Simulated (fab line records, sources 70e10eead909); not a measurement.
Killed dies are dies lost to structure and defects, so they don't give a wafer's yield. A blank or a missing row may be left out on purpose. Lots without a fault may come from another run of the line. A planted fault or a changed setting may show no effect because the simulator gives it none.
A struck lot beside a sound one | flow nand_harc | 13 steps out of a route of 1159
Sound: wafers L858.3, L858.5, L858.6. Struck: wafers L868.1, L868.4, L868.5. The cause comes at the end.
At each step with rows: each side's tool, then ch and its chambers, then its first start. Under that, the readings that differ: sound wafers | struck wafers | difference of the means | sigmas: that difference in standard deviations of wafers without a fault.
alike: readings whose means differ by less than 2 such deviations, and words and numbers that are the same on both sides. not compared: withheld readings, readings that some wafer has no value for, bounds like >300 that may hide the same value, and numbers for which the record gives no deviation and whose values overlap.
The two part at a step that has a row with sigmas, a row that says differs or no value, or rows on one side only. Numbers that don't overlap but have no deviation are shown without sigmas and don't part them. A reading that every wafer of one side lacks parts them only if that side has two wafers or more.

first, 1 step without rows for these wafers: NHARC_A_SLIT_SRD_20.
NHARC_A_SLIT_CD_MEAS_21:
  sound on cd_sem-01, day 15 21:41; struck on cd_sem-01, day 17 13:19
  alike: cd_nm
then, 3 steps without rows for these wafers: NHARC_A_SIN_REMOVE_WET_00 (chemistry H3PO4, time 15300 s); NHARC_A_SIN_REMOVE_PRECLEAN_01 (cleans in SC1); NHARC_A_SIN_REMOVE_SRD_02.
NHARC_A_SIN_REMOVE_INSPECT_04:
  sound on defect_inspect-02, day 16 05:23; struck on defect_inspect-02, day 17 21:02
  alike: raw_defect_count
NHARC_A_WL_FILL_ALD_00: deposits Al2O3, target thk 3 nm, pulse time 3 s, ald cycles 30.
  sound on ald_hk-03 ch 0,3, day 16 05:52; struck on ald_hk-04 ch 1,3, day 17 21:08
  alike: heater_power_w, precursor_pulse_height_rel
NHARC_A_WL_FILL_RTA_01: time 5 s.
  sound on rtp_anneal-01 ch 0, day 16 06:09; struck on rtp_anneal-01 ch 0, day 17 21:22
  alike: lamp_power_pct, wafer_temp_C_max
NHARC_A_WL_FILL_ALD_02: deposits TiN, target thk 2 nm, pulse time 3 s, ald cycles 100.
  sound on ald_metal-03 ch 0,3, day 16 06:21; struck on ald_metal-02 ch 0,1,3, day 17 21:35
  alike: heater_power_w, precursor_pulse_height_rel
NHARC_A_WL_FILL_CVD_03: deposits W, target thk 40 nm, time 3302 s.
  sound on cvd_w-01 ch 0,1, day 16 12:37; struck on cvd_w-01 ch 0,1, day 18 01:12
  alike: chamber_pressure_Torr, heater_power_w, mfc_wf6_sccm, throttle_valve_pct
NHARC_A_WL_FILL_ETCHBACK_04: etches the open film in NF3, target depth 60 nm, time 120 s.
  sound on rie_metal-03 ch 0,1, day 16 14:35; struck on rie_metal-03 ch 0,1, day 18 04:31
  reading          | sound             | struck            | difference | sigmas
  run_length_s (s) | 141.7 141.4 142.3 | 145.7 146.6 145.5 | +4.1       | +10
  alike: drypump_motor_current_A, oes_product_au
  not compared: rf_hours_counter_h
NHARC_A_WL_FILL_ETCHBACK_05: etches the open film in Cl2/BCl3, target depth 22 nm, time 60 s.
  sound on rie_metal-03 ch 0,1, day 16 14:47; struck on rie_metal-03 ch 1, day 18 04:46
  alike: drypump_motor_current_A, oes_product_au, run_length_s
  not compared: rf_hours_counter_h
-- the record jumps here: 5 days lie between the struck wafers' starts before and after (it left off in module A_WL_FILL and takes up again in module END, whose first step shown is number 1159 of the route) --
NHARC_END_SORT_01:
  sound on prober-02 ch 0, day 21 11:58; struck on prober-01 ch 0, day 22 17:34
  alike: killed_at_array, killed_at_other, killed_at_periphery, killed_dies, killed_open, killed_short

WHERE THEY PART
Only at NHARC_A_WL_FILL_ETCHBACK_04, within this record. Later steps at which nothing parts them and some readings are alike: NHARC_A_WL_FILL_ETCHBACK_05, NHARC_END_SORT_01.

WHY: what the simulator had put in
Process parameter drift: rie_metal-03, from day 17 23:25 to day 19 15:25, at NHARC_A_WL_FILL_ETCHBACK_04. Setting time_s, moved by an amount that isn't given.
